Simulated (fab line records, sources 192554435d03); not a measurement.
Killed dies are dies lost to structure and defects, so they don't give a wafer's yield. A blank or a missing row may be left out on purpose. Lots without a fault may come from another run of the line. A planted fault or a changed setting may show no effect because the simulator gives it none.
Which tool did it? | flow n5_finfet | 11 lots, 33 wafers sampled, at 3 steps of a route of 1938

WHAT THE GAUGES READ, wafer by wafer
N5_HKMG_FIN_OVL_MEAS_13.
lot  | measured    | on         | NWFM_OVL (nm)
L913 | day 5 00:53 | overlay-02 | -0.7 0.2 -0.7
L915 | day 5 08:56 | overlay-01 | -0.4 0.7 -0.9
L919 | day 6 13:22 | overlay-01 | -0.5 -0.4 -0.9
L920 | day 6 15:13 | overlay-02 | -0.6 0.0 -0.1
L924 | day 7 18:58 | overlay-01 | 29.2 29.4 28.3
L925 | day 7 22:59 | overlay-01 | 28.5 28.1 28.2
L926 | day 8 01:17 | overlay-01 | -0.4 -0.3 -0.4
L928 | day 8 16:33 | overlay-02 | -1.1 -1.0 -1.1
L930 | day 9 05:30 | overlay-02 | 1.3 0.6 0.5
L931 | day 9 14:21 | overlay-01 | -0.8 -0.5 -1.1
L932 | day 9 22:12 | overlay-02 | -0.7 -0.8 -0.9

WHICH TOOL RAN EACH LOT (tool, then ch and the chambers of the sampled wafers, then the start)
lot  | N5_HKMG_FIN_CVD_62                      | N5_HKMG_FIN_EXPOSE_09
L913 | thermal_cvd_si-02 ch 0,1,2, day 4 23:07 | arfi_scanner-02 ch 0, day 5 00:44
L915 | thermal_cvd_si-02 ch 0,1,2, day 5 07:13 | arfi_scanner-03 ch 0, day 5 08:47
L919 | thermal_cvd_si-02 ch 0,1,2, day 6 11:46 | arfi_scanner-03 ch 0, day 6 13:13
L920 | thermal_cvd_si-01 ch 0,1,2, day 6 13:41 | arfi_scanner-02 ch 0, day 6 15:05
L924 | thermal_cvd_si-01 ch 0,1, day 7 17:13   | arfi_scanner-02 ch 0, day 7 18:49
L925 | thermal_cvd_si-02 ch 1,2, day 7 21:31   | arfi_scanner-02 ch 0, day 7 22:49
L926 | thermal_cvd_si-01 ch 0,2, day 7 23:39   | arfi_scanner-03 ch 0, day 8 01:08
L928 | thermal_cvd_si-01 ch 0,1,2, day 8 14:58 | arfi_scanner-01 ch 0, day 8 16:24
L930 | thermal_cvd_si-01 ch 1,2, day 9 03:48   | arfi_scanner-03 ch 0, day 9 05:21
L931 | thermal_cvd_si-02 ch 0,1,2, day 9 12:52 | arfi_scanner-03 ch 0, day 9 14:12
L932 | thermal_cvd_si-02 ch 0,1,2, day 9 20:44 | arfi_scanner-01 ch 0, day 9 22:03
- N5_HKMG_FIN_CVD_62: deposits a-Si from Si2H6, target thk 3 nm, time 20.8 s.
- N5_HKMG_FIN_EXPOSE_09: exposes mask NWFM.

THE ANSWER, worked out from the rows above alone
Rule: what is usual is taken from the lots themselves. Put in order of their means at a reading, lots are off if they are a third of the lots or fewer, leave a main group of 4 or more, and stand apart from it by a gap of 3 or more times the standard deviation of the main group's means; of several such gaps the widest counts. A main group whose means are all the same, to the digits that the tables above print for the reading, isn't used. A lot without any number at a reading at which 4 lots or more have one is off too. The other lots that the step has rows for count as sound.
Off: L924, L925, at N5_HKMG_FIN_OVL_MEAS_13 (NWFM_OVL). The main group: mean -0.4 nm, standard deviation 0.51.
A tool fits if, at a process step before that reading, it ran every lot that is off, and no sound lot after the first of them. The gauges at N5_HKMG_FIN_OVL_MEAS_13 are tried like those tools. One fits: arfi_scanner-02 at N5_HKMG_FIN_EXPOSE_09. Its last sound lot is L920 (day 6 15:05), its first lot that is off L924 (day 7 18:49): a fault that began between those two fits.

WHAT THE SIMULATOR HAD PUT IN
Scanner matching overlay: arfi_scanner-02, from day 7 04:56 on, at N5_HKMG_FIN_EXPOSE_09. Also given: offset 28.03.
Lots struck among those shown: L924, L925. The rule above found the same.
